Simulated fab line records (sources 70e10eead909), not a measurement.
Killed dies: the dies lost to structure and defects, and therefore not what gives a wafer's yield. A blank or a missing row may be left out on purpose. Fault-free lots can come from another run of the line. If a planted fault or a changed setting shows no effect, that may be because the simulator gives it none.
Matching of chambers / flow nand harc / NHARC_A_STAIRCASE_TRIM_220 on rie diel-01 has 4 sister chambers
The step chemistry O2, time 211.2 s. 4 wafers are shown with their chamber, then 9 later ones without.

WAFERS, EACH WITH ITS CHAMBER
wafer=L089.6; chamber=0; showerhead plenum p Torr (Torr)=3.76
wafer=L090.2; chamber=2; showerhead plenum p Torr (Torr)=3.70
wafer=L090.3; chamber=1; showerhead plenum p Torr (Torr)=3.29
wafer=L090.5; chamber=3; showerhead plenum p Torr (Torr)=3.38

WAFERS WITH NO CHAMBER GIVEN
wafer=L091.3; showerhead plenum p Torr (Torr)=3.29
wafer=L091.4; showerhead plenum p Torr (Torr)=3.75
wafer=L091.6; showerhead plenum p Torr (Torr)=3.75
wafer=L092.4; showerhead plenum p Torr (Torr)=3.75
wafer=L092.5; showerhead plenum p Torr (Torr)=3.69
wafer=L092.6; showerhead plenum p Torr (Torr)=3.38
wafer=L096.2; showerhead plenum p Torr (Torr)=3.69
wafer=L096.3; showerhead plenum p Torr (Torr)=3.74
wafer=L096.5; showerhead plenum p Torr (Torr)=3.74

WHICH CHAMBER EACH WENT THROUGH
wafer=L091.3; from the rows above=1; in truth=1
wafer=L091.4; from the rows above=0; in truth=0
wafer=L091.6; from the rows above=0; in truth=0
wafer=L092.4; from the rows above=0; in truth=0
wafer=L092.5; from the rows above=2; in truth=2
wafer=L092.6; from the rows above=3; in truth=3
wafer=L096.2; from the rows above=2; in truth=2
wafer=L096.3; from the rows above=can't be placed: 0 or 2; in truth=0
wafer=L096.5; from the rows above=can't be placed: 0 or 2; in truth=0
7 of 9 placed correctly. Cannot be placed on the basis of these rows: 2; the candidates contain the true chamber in 2. Placed wrongly: 0.
How it was worked out, from the rows above alone: a wafer's distance from a chamber is the root of the sum, over the readings, of the square of ((its reading less the chamber's mean) divided by the reading's scatter). The wafer belongs to the nearest chamber; if the next one is less than 2 further off, it can't be placed. A chamber's mean is the mean of its shown wafers. The scatter (one wafer shown for each chamber): square how far every hidden wafer sits from the nearest shown wafer, average those squares and take the square root.
